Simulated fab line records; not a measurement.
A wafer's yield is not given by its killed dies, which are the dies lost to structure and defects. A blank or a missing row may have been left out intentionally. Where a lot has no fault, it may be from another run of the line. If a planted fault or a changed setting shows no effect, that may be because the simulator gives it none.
Chamber matching || flow n5Finfet || N5_BEOL_M0_SAQP_STRIP_108 on rieDiel-01: 4 sister chambers
The step strips in N2/H2. 16 wafers are shown with their chamber, then 8 later ones without.

## WAFERS, EACH WITH ITS CHAMBER
{"wafer": "L074.1", "chamber": 1, "throttleValvePct (%)": 19.3, "showerheadPlenumPTorr (Torr)": 3.22, "oesProductAu (a.u.)": 0.76}
{"wafer": "L074.5", "chamber": 3, "throttleValvePct (%)": 18.7, "showerheadPlenumPTorr (Torr)": 3.41, "oesProductAu (a.u.)": 0.68}
{"wafer": "L074.6", "chamber": 1, "throttleValvePct (%)": 19.4, "showerheadPlenumPTorr (Torr)": 3.22, "oesProductAu (a.u.)": 0.76}
{"wafer": "L075.2", "chamber": 1, "throttleValvePct (%)": 19.3, "showerheadPlenumPTorr (Torr)": 3.22, "oesProductAu (a.u.)": 0.76}
{"wafer": "L075.5", "chamber": 3, "throttleValvePct (%)": 18.7, "showerheadPlenumPTorr (Torr)": 3.40, "oesProductAu (a.u.)": 0.67}
{"wafer": "L075.6", "chamber": 0, "throttleValvePct (%)": 19.0, "showerheadPlenumPTorr (Torr)": 3.17, "oesProductAu (a.u.)": 0.69}
{"wafer": "L076.4", "chamber": 2, "throttleValvePct (%)": 18.7, "showerheadPlenumPTorr (Torr)": 3.28, "oesProductAu (a.u.)": 0.97}
{"wafer": "L076.5", "chamber": 0, "throttleValvePct (%)": 19.0, "showerheadPlenumPTorr (Torr)": 3.16, "oesProductAu (a.u.)": 0.69}
{"wafer": "L076.6", "chamber": 1, "throttleValvePct (%)": 19.4, "showerheadPlenumPTorr (Torr)": 3.21, "oesProductAu (a.u.)": 0.76}
{"wafer": "L078.4", "chamber": 1, "throttleValvePct (%)": 19.3, "showerheadPlenumPTorr (Torr)": 3.21, "oesProductAu (a.u.)": 0.75}
{"wafer": "L078.5", "chamber": 2, "throttleValvePct (%)": 18.7, "showerheadPlenumPTorr (Torr)": 3.28, "oesProductAu (a.u.)": 0.97}
{"wafer": "L078.6", "chamber": 0, "throttleValvePct (%)": 19.0, "showerheadPlenumPTorr (Torr)": 3.16, "oesProductAu (a.u.)": 0.68}
{"wafer": "L082.2", "chamber": 2, "throttleValvePct (%)": 18.7, "showerheadPlenumPTorr (Torr)": 3.27, "oesProductAu (a.u.)": 0.93}
{"wafer": "L082.3", "chamber": 1, "throttleValvePct (%)": 19.4, "showerheadPlenumPTorr (Torr)": 3.21, "oesProductAu (a.u.)": 0.74}
{"wafer": "L082.6", "chamber": 2, "throttleValvePct (%)": 18.7, "showerheadPlenumPTorr (Torr)": 3.27, "oesProductAu (a.u.)": 0.94}
{"wafer": "L084.1", "chamber": 1, "throttleValvePct (%)": 19.4, "showerheadPlenumPTorr (Torr)": 3.20, "oesProductAu (a.u.)": 0.74}

SIGNATURES (means of the wafers above)
{"reading": "throttleValvePct", "chamber 0": 19.000, "chamber 1": 19.357, "chamber 2": 18.700, "chamber 3": 18.700, "scatter within a chamber": 0.0378}
{"reading": "showerheadPlenumPTorr", "chamber 0": 3.1633, "chamber 1": 3.2129, "chamber 2": 3.2750, "chamber 3": 3.4050, "scatter within a chamber": 0.00683}
{"reading": "oesProductAu", "chamber 0": 0.6867, "chamber 1": 0.7529, "chamber 2": 0.9525, "chamber 3": 0.6750, "scatter within a chamber": 0.0127}
Rule: for each reading, subtract the chamber's mean from the wafer's reading, divide by that reading's scatter and square the result; add these up over the readings and take the root, which gives the wafer's distance from the chamber. If the next closest chamber is less than 2 further off than the closest, the wafer can't be placed; otherwise it belongs to the closest. How the scatter is found: for the shown wafers, subtract from each reading the mean of its chamber, square and add these, divide the total by (wafers less chambers), then take the root.

## WAFERS WHOSE CHAMBER IS MISSING
{"wafer": "L084.4", "throttleValvePct (%)": 19.4, "showerheadPlenumPTorr (Torr)": 3.20, "oesProductAu (a.u.)": 0.74}
{"wafer": "L084.6", "throttleValvePct (%)": 18.3, "showerheadPlenumPTorr (Torr)": 3.40, "oesProductAu (a.u.)": 0.95}
{"wafer": "L093.1", "throttleValvePct (%)": 18.3, "showerheadPlenumPTorr (Torr)": 3.39, "oesProductAu (a.u.)": 0.91}
{"wafer": "L093.5", "throttleValvePct (%)": 18.4, "showerheadPlenumPTorr (Torr)": 3.39, "oesProductAu (a.u.)": 0.92}
{"wafer": "L093.6", "throttleValvePct (%)": 18.8, "showerheadPlenumPTorr (Torr)": 3.26, "oesProductAu (a.u.)": 0.90}
{"wafer": "L097.1", "throttleValvePct (%)": 19.4, "showerheadPlenumPTorr (Torr)": 3.19, "oesProductAu (a.u.)": 0.71}
{"wafer": "L097.4", "throttleValvePct (%)": 19.4, "showerheadPlenumPTorr (Torr)": 3.19, "oesProductAu (a.u.)": 0.72}
{"wafer": "L097.5", "throttleValvePct (%)": 18.8, "showerheadPlenumPTorr (Torr)": 3.25, "oesProductAu (a.u.)": 0.87}

## WHICH CHAMBER EACH WENT THROUGH
{"wafer": "L084.4", "from the rows above": 1, "in truth": 1}
{"wafer": "L084.6", "from the rows above": 2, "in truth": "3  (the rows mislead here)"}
{"wafer": "L093.1", "from the rows above": "can't be placed: 2 or 3", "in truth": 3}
{"wafer": "L093.5", "from the rows above": 2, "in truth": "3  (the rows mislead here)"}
{"wafer": "L093.6", "from the rows above": 2, "in truth": 2}
{"wafer": "L097.1", "from the rows above": 1, "in truth": 1}
{"wafer": "L097.4", "from the rows above": 1, "in truth": 1}
{"wafer": "L097.5", "from the rows above": 2, "in truth": 2}
Placed correctly: 5 of 8. Not placeable from these rows: 1 (in 1, the candidates include the true chamber). Placed wrongly: 2.
